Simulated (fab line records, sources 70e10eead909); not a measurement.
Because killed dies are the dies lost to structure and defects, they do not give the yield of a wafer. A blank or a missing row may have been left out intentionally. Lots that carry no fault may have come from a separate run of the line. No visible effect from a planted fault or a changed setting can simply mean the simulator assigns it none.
fab line records	flow nand_harc
[record] lots = 5	wafers = 15	last_day = 30
route steps=1302 shown A_CHANNEL_HOLE_D1@483 A_CHANNEL_FILL_D1@490 END@1302
lots with no fault: from the same line, run without faults
start_h: start of the lot's first displayed wafer, in hours after the record's first day	wait_h: time in hours since the lot's previous step	" unchanged from the row above	L1.1+2: a row that stands for several wafers	- no value, or no start was given	* or withheld: withheld	< > ~ a bound
route shown NAME@n: a module of which the file shows steps, and the number in the route of the first	usual: mean/standard deviation of fault-free wafers	same: alike in all rows	chamber/n: place in a boat	sites: readings site by site	_std_site: the values' standard deviation	_edge_site: the outer-site mean with the inner-site mean subtracted	radius_mm: for every site, how far away it sits from the centre of the wafer	mask NAME#n: copy n	behind: the last tool/chamber to shape the wafer	hold: reason for holding the lot/hours on hold/outcome of the hold	device: whichever transistor did not switch (one of n, p or np)	end of line: tests of these same wafers at the route's end	for a step that has no rows: nothing shown but its recipe	killed: dies that structure and defects cost at the first sort, which is not the same as the wafer's yield	map: dies across one wafer; x = killed, . = not, _ = none there
set.NAME: the setting as run; set.NAME@STEP: as run at that earlier step	model.NAME: the simulator's own value behind a step, which no gauge read
a table for each step, a row for each wafer; lots at some steps of the route
services: when a tool's chamber went out of use (start_h, in hours from the record's first day, below 0 if earlier), for how many hours, and the reason
[[steps]]
[step NHARC_A_CHANNEL_HOLE_D1_ETCH_44]
[recipe] target_depth_a = 1400	overetch_a = 140	time_s = 77	ion_energy_ev = 100	cf4_flow_sccm = 80	o2_flow_sccm = 20	ar_flow_sccm = 0	rf_w = 300	bias_w = 100	chemistry = CF4/O2
[usual] drypump_motor_current_A = 5.8/0.37	oes_product_au = 0.999/0.0069	rf_vpp_V = 198.1/1.5	showerhead_plenum_p_Torr = 1.34/0.066	throttle_valve_pct = 13.396/0.0094
lot.wafer	tool	chamber	start_h	wait_h	drypump_motor_current_A	oes_product_au	rf_hours_counter_h	rf_vpp_V	showerhead_plenum_p_Torr	throttle_valve_pct
L446.4	rie_diel-03	1	220.19	0.1	5.2	1.006	37	195.1	1.23	13.413
L446.2	"	3	"	"	6.2	1.001	28	198.4	1.34	13.395
L446.6	"	0	"	"	6.0	1.006	-	198.3	1.35	13.376
L449.4	rie_diel-11	0	236.79	0.1	6.1	1.004	12	196.6	1.24	13.388
L449.1	"	1	"	"	5.6	1.006	12	198.8	1.39	13.401
L449.2	"	2	"	"	6.1	0.995	11	199.1	1.42	13.385
L453.2	rie_diel-11	2	281.22	0.1	6.1	1.004	1	199.5	1.42	13.393
L453.3	"	0	"	"	6.1	0.982	1	194.9	1.24	13.386
L453.6	"	2	"	"	6.1	0.994	-	199.1	1.41	13.386
L456.1	rie_diel-03	2	302.64	0.1	5.0	1.007	3	197.3	1.31	13.399
L456.3	"	3	"	"	6.1	1.000	3	197.1	1.33	13.387
L456.6	"	0	"	"	6.0	1.001	-	196.9	1.34	13.400
L460.1	rie_diel-03	1	357.60	0.1	5.2	0.993	15	200.3	1.44	13.379
L460.3	"	2	"	"	5.0	0.991	17	197.5	1.31	13.397
L460.6	"	3	"	"	6.1	1.007	-	197.1	1.33	13.396
[step NHARC_A_CHANNEL_HOLE_D1_STRIP_27]
[recipe] o2_flow_sccm = 500	ar_flow_sccm = 0	bias_w = 0	chemistry = O2
[step NHARC_A_CHANNEL_HOLE_D1_PRECLEAN_28]
[recipe] time_s = *	temp_c = 50	bath_age_min = 0	chemistry = SC1
[step NHARC_A_CHANNEL_HOLE_D1_SRD_29]
[step NHARC_A_CHANNEL_HOLE_D1_CD_MEAS_30]
[usual] cd_nm = 90.1/0.87
lot.wafer	tool	chamber	start_h	wait_h	cd_nm
L446.2	cd_sem-01	-	220.98	-	90.6
L446.4	"	-	"	"	90.4
L446.6	"	-	"	"	89.6
L449.1	cd_sem-02	-	237.58	-	88.1
L449.2	"	-	"	"	89.7
L449.4	"	-	"	"	89.6
L453.2	cd_sem-02	-	282.32	-	90.4
L453.3	"	-	"	"	91.1
L453.6	"	-	"	"	91.3
L456.1	cd_sem-01	-	303.43	-	91.2
L456.3	"	-	"	"	91.1
L456.6	"	-	"	"	90.8
L460.1	cd_sem-03	-	358.42	0.1	89.9
L460.3	"	-	"	"	90.7
L460.6	"	-	"	"	89.3
[step NHARC_A_CHANNEL_HOLE_D1_XSEM_31]
[recipe] landing_energy_ev = 35000
[usual] bot_cd_nm = 74.5/1.1	bow_nm = 8.6/0.34	tilt_deg = 0.06/0.033
lot.wafer	tool	chamber	start_h	wait_h	bot_cd_nm	bow_nm	tilt_deg
L446.2	xsem-02	0	221.07	0.1	74.6	8.5	0.07
L446.4	"	0	"	"	75.2	8.4	0.07
L446.6	"	0	"	"	73.7	8.5	0.07
L449.1	xsem-01	0	237.67	0.1	72.7	8.5	0.07
L449.2	"	0	"	"	73.8	8.5	0.07
L449.4	"	0	"	"	73.3	8.5	0.07
L453.2	xsem-01	0	282.41	0.1	75.4	8.8	0.06
L453.3	"	0	"	"	76.4	8.9	0.06
L453.6	"	0	"	"	76.4	8.8	0.06
L456.1	xsem-01	0	303.53	0.1	75.8	8.6	0.10
L456.3	"	0	"	"	75.7	8.5	0.10
L456.6	"	0	"	"	75.1	8.5	0.10
L460.1	xsem-01	0	358.52	0.1	74.1	9.3	0.10
L460.3	"	0	"	"	74.3	9.4	0.10
L460.6	"	0	"	"	73.2	9.3	0.10
[step NHARC_A_CHANNEL_HOLE_D1_INSPECT_40]
[usual] raw_defect_count = 71/25
lot.wafer	tool	chamber	start_h	wait_h	raw_defect_count
L446.2	defect_inspect-01	-	221.17	-	116
L446.4	"	-	"	"	99
L446.6	"	-	"	"	93
L449.1	defect_inspect-02	-	237.76	-	96
L449.2	"	-	"	"	109
L449.4	"	-	"	"	96
L453.2	defect_inspect-01	-	282.50	-	102
L453.3	"	-	"	"	93
L453.6	"	-	"	"	98
L456.1	defect_inspect-01	-	303.63	-	99
L456.3	"	-	"	"	92
L456.6	"	-	"	"	61
L460.1	defect_inspect-02	-	358.63	-	107
L460.3	"	-	"	"	111
L460.6	"	-	"	"	90
[step NHARC_A_CHANNEL_FILL_D1_PRECLEAN_00]
[recipe] time_s = *	temp_c = 50	bath_age_min = 0	chemistry = SC1
[step NHARC_A_CHANNEL_FILL_D1_SRD_01]
[step NHARC_A_CHANNEL_FILL_D1_ALD_02]
[recipe] target_thk_a = 60	pulse_time_s = 10	ald_cycles = 60	temp_c = 300	material = SiO2
[step NHARC_A_CHANNEL_FILL_D1_ALD_03]
[recipe] target_thk_a = 60	pulse_time_s = 60	ald_cycles = 58	temp_c = 630	pressure_torr = 2	material = SiNx
[usual] precursor_pulse_height_rel = 1.001/0.022	susceptor_temp_C = 629.97/0.3
lot.wafer	tool	chamber	start_h	wait_h	precursor_pulse_height_rel	susceptor_temp_C
L446.2	ald_sin_batch-03	0	-	-	1.011	629.47
L446.4	"	0	"	"	1.018	629.42
L446.6	"	0	"	"	0.976	629.92
L449.1	ald_sin_batch-03	0	-	-	1.012	629.54
L449.2	"	0	"	"	0.997	629.62
L449.4	"	0	"	"	0.987	629.70
L453.2	ald_sin_batch-01	0	-	-	0.984	629.60
L453.3	"	0	"	"	1.005	629.78
L453.6	"	0	"	"	0.985	629.63
L456.1	ald_sin_batch-03	0	-	-	0.977	629.98
L456.3	"	0	"	"	0.981	630.32
L456.6	"	0	"	"	1.014	630.00
L460.1	ald_sin_batch-01	0	-	-	0.963	-
L460.3	"	0	"	"	0.999	-
L460.6	"	0	"	"	0.981	-
[step NHARC_A_CHANNEL_FILL_D1_ALD_14]
[recipe] target_thk_a = 25	pulse_time_s = 10	ald_cycles = 25	temp_c = 300	material = SiO2
[usual] heater_power_w = 486/60	precursor_pulse_height_rel = 1.003/0.019	susceptor_temp_C = 299.97/0.19
lot.wafer	tool	chamber	start_h	wait_h	heater_power_w	precursor_pulse_height_rel	susceptor_temp_C
L446.4	ald_hk-02	1	226.81	0.1	599	0.993	299.73
L446.2	"	2	"	"	535	0.997	300.36
L446.6	"	3	"	"	518	0.995	300.32
L449.4	ald_hk-02	1	244.97	0.0	581	0.986	299.81
L449.2	"	2	"	"	519	0.971	299.86
L449.1	"	0	"	"	391	1.028	300.02
L453.2	ald_hk-03	2	289.75	0.1	479	0.993	299.79
L453.3	"	0	"	"	526	1.015	300.14
L453.6	"	1	"	"	455	0.980	299.95
L456.1	ald_hk-03	2	311.30	0.0	469	1.026	299.73
L456.3	"	1	"	"	466	0.990	299.82
L456.6	"	3	"	"	546	1.004	300.02
L460.3	ald_hk-01	0	366.27	0.1	449	1.007	300.19
L460.1	"	1	"	"	501	1.021	299.96
L460.6	"	0	"	"	447	0.978	300.37
[step NHARC_A_CHANNEL_FILL_D1_ALD_15]
[recipe] target_thk_a = 20	pulse_time_s = 60	ald_cycles = 19	temp_c = 630	pressure_torr = 2	material = SiNx
[usual] precursor_pulse_height_rel = 1.001/0.02	susceptor_temp_C = 630.0/0.33
lot.wafer	tool	chamber	start_h	wait_h	precursor_pulse_height_rel	susceptor_temp_C
L446.2	ald_sin_batch-02	0	229.85	-	0.975	630.6
L446.4	"	0	"	"	0.953	630.5
L446.6	"	0	"	"	0.992	630.7
L449.1	ald_sin_batch-01	0	248.09	-	1.021	-
L449.2	"	0	"	"	0.977	-
L449.4	"	0	"	"	0.993	-
L453.2	ald_sin_batch-03	0	292.83	-	1.033	-
L453.3	"	0	"	"	0.997	-
L453.6	"	0	"	"	1.002	-
L456.1	ald_sin_batch-03	0	314.64	3.3	1.003	-
L456.3	"	0	"	"	1.023	-
L456.6	"	0	"	"	0.992	-
L460.1	ald_sin_batch-02	0	369.36	-	1.001	660.5
L460.3	"	0	"	"	0.996	660.7
L460.6	"	0	"	"	0.993	660.5
[step NHARC_A_CHANNEL_FILL_D1_ALD_16]
[recipe] target_thk_a = 15	pulse_time_s = 10	ald_cycles = 15	temp_c = 300	material = SiO2
[usual] heater_power_w = 482/59	precursor_pulse_height_rel = 0.998/0.022	susceptor_temp_C = 299.99/0.16
lot.wafer	tool	chamber	start_h	wait_h	heater_power_w	precursor_pulse_height_rel	susceptor_temp_C
L446.4	ald_hk-03	0	232.02	0.1	514	0.983	300.24
L446.2	"	1	"	"	464	1.011	300.08
L446.6	"	1	"	"	472	0.981	300.03
L449.2	ald_hk-02	3	250.13	0.1	514	1.000	300.03
L449.1	"	0	"	"	378	1.000	299.87
L449.4	"	1	"	"	599	1.020	300.00
L453.3	ald_hk-02	2	294.87	0.0	531	0.999	300.16
L453.2	"	1	"	"	587	0.968	300.31
L453.6	"	3	"	"	521	0.979	299.78
L456.1	ald_hk-01	1	316.70	0.1	503	1.006	300.04
L456.3	"	2	"	"	483	1.003	300.03
L456.6	"	3	"	"	384	0.965	300.14
L460.3	ald_hk-01	0	371.47	0.1	450	1.001	-
L460.1	"	1	"	"	494	0.993	-
L460.6	"	3	"	"	378	0.967	-
[step NHARC_END_SORT_01]
[recipe] temp_c = 25
[usual] killed_at_array = 51/17	killed_at_other = 1.6/2.1	killed_at_periphery = 4/3.2	killed_dies = 57/18	killed_open = 2.9/1.7	killed_short = 2.3/1.3
[same] gross_dies = 677
lot.wafer	tool	chamber	start_h	wait_h	killed_at_array	killed_at_other	killed_at_periphery	killed_dies	killed_open	killed_short
L446.2	prober-01	0	592.07	2.8	52	0	0	52	2	1
L446.4	prober-01	0	593.64	3.4	35	1	4	40	2	1
L446.6	prober-01	0	595.22	3.9	49	1	4	54	3	0
L453.2	prober-02	0	676.60	2.8	63	2	10	75	3	1
L453.3	prober-02	0	677.39	3.1	69	2	11	82	4	3
L453.6	prober-02	0	679.77	4.0	53	3	8	64	6	1
// killed by level:class
L446.2 A_CHANNEL_HOLE_D1:chamber_film_flake=32 A_CHANNEL_HOLE_D2:chamber_film_flake=8 A_STAIRCASE:chamber_film_flake=5 A_BONDPAD:chamber_film_flake=2 A_CHANNEL_FILL_D2:geometric_particle:short=1 A_CONTACT:geometric_particle:open=1 A_M1:geometric_particle:open=1 A_CHANNEL_FILL_D1:chamber_film_flake=1
L446.4 A_CHANNEL_HOLE_D1:chamber_film_flake=26 A_CHANNEL_HOLE_D2:chamber_film_flake=5 P_ZERO_WELL:chamber_film_flake=2 P_M1:geometric_particle:open=1 A_ONON_D1:geometric_particle:short=1 A_ONON_D1:geometric_particle:open=1 P_M2:chamber_film_flake=1 A_SLIT:chamber_film_flake=1
L446.6 A_CHANNEL_HOLE_D1:chamber_film_flake=34 A_CHANNEL_HOLE_D2:chamber_film_flake=11 A_STAIRCASE:chamber_film_flake=2 P_CONTACT:geometric_particle:open=1 P_M0:geometric_particle:open=1 A_SGD_CUT:geometric_particle:open=1 P_GATE:chamber_film_flake=1 P_M0:chamber_film_flake=1
L453.2 A_CHANNEL_HOLE_D1:chamber_film_flake=27 A_CHANNEL_HOLE_D2:chamber_film_flake=11 A_STAIRCASE:chamber_film_flake=9 A_CONTACT:chamber_film_flake=6 A_WL_FILL:chamber_film_flake=4 P_CONTACT:geometric_particle:open=2 P_ZERO_WELL:chamber_film_flake=2 P_CONTACT:chamber_film_flake=2
L453.3 A_CHANNEL_HOLE_D1:chamber_film_flake=34 A_CHANNEL_HOLE_D2:chamber_film_flake=13 A_STAIRCASE:chamber_film_flake=8 P_CONTACT:chamber_film_flake=5 P_M1:chamber_film_flake=4 A_WL_FILL:geometric_particle:short=2 P_STI:chamber_film_flake=2 A_CONTACT:chamber_film_flake=2
L453.6 A_CHANNEL_HOLE_D1:chamber_film_flake=24 A_STAIRCASE:chamber_film_flake=11 A_CHANNEL_HOLE_D2:chamber_film_flake=6 P_CONTACT:chamber_film_flake=4 P_M1:chamber_film_flake=4 THIN_TSV:chamber_film_flake=3 A_CHANNEL_FILL_D2:geometric_particle:open=2 A_CONTACT:chamber_film_flake=2
[[services]]
tool	chamber	start_h	hours	kind
ald_hk-02	-	205.02	0.9	repair
rie_diel-03	3	206.14	10.4	repair
ald_hk-03	-	212.78	10.0	pm
ald_hk-03	0	212.78	10.0	vent_cycle
ald_hk-03	1	212.78	10.0	vent_cycle
ald_hk-03	2	212.78	10.0	vent_cycle
ald_hk-03	3	212.78	10.0	vent_cycle
rie_diel-11	-	255.50	9.0	pm
ald_sin_batch-02	-	266.00	26.0	pm
ald_hk-03	-	269.97	0.5	repair
rie_diel-03	-	281.33	9.0	pm
rie_diel-11	0	288.89	7.0	repair
rie_diel-11	3	291.10	7.6	repair
ald_hk-01	-	297.23	10.0	pm
rie_diel-03	1	334.10	4.4	repair
ald_hk-02	-	352.17	10.0	pm
ald_hk-02	0	352.17	10.0	vent_cycle
ald_hk-02	1	352.17	10.0	vent_cycle
ald_hk-02	2	352.17	10.0	vent_cycle
ald_hk-02	3	352.17	10.0	vent_cycle
ald_hk-02	0	362.17	-	clean
ald_hk-02	1	362.17	-	clean
ald_hk-02	2	362.17	-	clean
ald_hk-02	3	362.17	-	clean
[[key]]
[first_sign] step = NHARC_A_CHANNEL_FILL_D1_ALD_15	reading = susceptor_temp_C	direction = up	sigmas = 92	usual = *	struck = *
effect none on later readings
met_at NHARC_A_CHANNEL_FILL_D1_ALD_15
struck_wafers L460.1,L460.3,L460.6
tester_left_out L460
onset_between 229.85 369.36
[fault] kind = process_parameter_drift	tool = ald_sin_batch-02	chamber = -	onset_h = 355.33	steps = NHARC_A_CHANNEL_FILL_D1_ALD_15	channel = temp_c	offset = *	shape = step	end_h = 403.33	acts_in = *	stated = *
// tester_left_out: of these lots the tester's yield and bins aren't shown, on N5 and GAA mostly nor the transistor test; their killed dies are dies lost to structure and defects alone, not to doping, threshold or leakage, so they don't give the yield
